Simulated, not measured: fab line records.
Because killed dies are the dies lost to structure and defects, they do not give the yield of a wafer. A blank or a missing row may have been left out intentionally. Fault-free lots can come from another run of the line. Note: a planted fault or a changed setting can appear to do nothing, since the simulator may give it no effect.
Which tool was responsible? ; flow n5 finfet ; 11 lots with 33 wafers sampled at 5 steps, on a route of 1938 steps

## WHAT THE GAUGES SHOWED, per wafer
N5_BEOL_M4_RC_MEAS_101.
lot;measured;on;DIBL_N (mV/V)
L481;day 8 08:34;prober-02;36.8 35.5 33.7
L495;day 11 07:40;prober-02;34.9 34.1 34.5
L496;day 11 10:03;prober-02;37.9 37.5 35.4
L494;day 11 13:06;prober-01;34.3 31.9 33.6
L499;day 13 09:46;prober-02;39.9 38.7 39.5
L504;day 13 12:05;prober-02;37.0 35.9 39.1
L502;day 13 14:22;prober-02;36.6 39.4 38.0
L503;day 14 10:43;prober-02;35.5 36.0 35.8

## WHAT TOOL EACH LOT RAN ON (gives the tool, then ch and the chambers of the sampled wafers, and finally the start)
lot;N5_BEOL_M4_SPUTTER_88;N5_BEOL_M4_ANNEAL_91;N5_BEOL_M4_ECD_50;N5_BEOL_M4_CMP_52
L481;pvd sputter-01, day 8 05:40;pvd sputter-01, day 8 05:58;ecd cu-01 ch 0,1, day 8 06:40;cmp-04 ch 0,3, day 8 07:05
L489;pvd sputter-02, day 9 21:59;pvd sputter-02, day 9 22:17;ecd cu-02 ch 0,1, day 9 22:59;cmp-01 ch 0,2, day 9 23:24
L490;pvd sputter-01, day 10 01:26;pvd sputter-01, day 10 01:44;ecd cu-02 ch 0,1, day 10 02:26;cmp-04 ch 0,1,3, day 10 02:49
L491;pvd sputter-02, day 10 08:56;pvd sputter-02, day 10 09:14;ecd cu-01 ch 0, day 10 09:56;cmp-01 ch 0,2, day 10 10:21
L495;pvd sputter-03, day 11 04:55;pvd sputter-03, day 11 05:13;ecd cu-01 ch 0,1, day 11 05:55;cmp-04 ch 0,2,3, day 11 06:17
L496;pvd sputter-01, day 11 07:55;pvd sputter-01, day 11 08:13;ecd cu-02 ch 0,1, day 11 08:55;cmp-03 ch 1,2,3, day 11 09:20
L494;pvd sputter-03, day 11 11:07;pvd sputter-03, day 11 11:25;ecd cu-02 ch 0,1, day 11 12:07;cmp-01 ch 1,2, day 11 12:29
L499;pvd sputter-01, day 13 07:16;pvd sputter-01, day 13 07:34;ecd cu-02 ch 0,1, day 13 08:17;cmp-01 ch 0,2,3, day 13 08:45
L504;pvd sputter-01, day 13 09:53;pvd sputter-01, day 13 10:11;ecd cu-02 ch 1, day 13 10:53;cmp-03 ch 2,3, day 13 11:19
L502;pvd sputter-02, day 13 11:52;pvd sputter-02, day 13 12:10;ecd cu-02 ch 0,1, day 13 12:52;cmp-04 ch 1,3, day 13 13:38
L503;pvd sputter-03, day 14 08:23;pvd sputter-03, day 14 08:41;ecd cu-02 ch 0,1, day 14 09:25;cmp-04 ch 0,1, day 14 09:46
- N5_BEOL_M4_SPUTTER_88: material Cu, target thk 4.5 nm, time 8.29 s.
- N5_BEOL_M4_ANNEAL_91: time 240 s.
- N5_BEOL_M4_ECD_50: material Cu, target thk 300 nm.
- N5_BEOL_M4_CMP_52: polishes, stops on SiOC, t overpolish 6.8 s, target thk 40 nm.

## THE ANSWER, worked out from the rows above alone
Rule: usual is defined by the lots themselves. Put in order of their means at a reading, lots are off if they are a third of the lots or fewer, leave a main group of 4 or more, and stand apart from it by a gap of 3 or more times the standard deviation of the main group's means; of several such gaps the widest counts. The tables above print the reading to a certain number of digits; a main group whose means all agree to those digits is not used. A lot without any number at a reading at which 4 lots or more have one is off too. Where the step has rows for the other lots, those lots are counted as sound.
Nothing can be told from this: no lot is off at any reading shown.

## WHAT WAS PUT IN BY THE SIMULATOR
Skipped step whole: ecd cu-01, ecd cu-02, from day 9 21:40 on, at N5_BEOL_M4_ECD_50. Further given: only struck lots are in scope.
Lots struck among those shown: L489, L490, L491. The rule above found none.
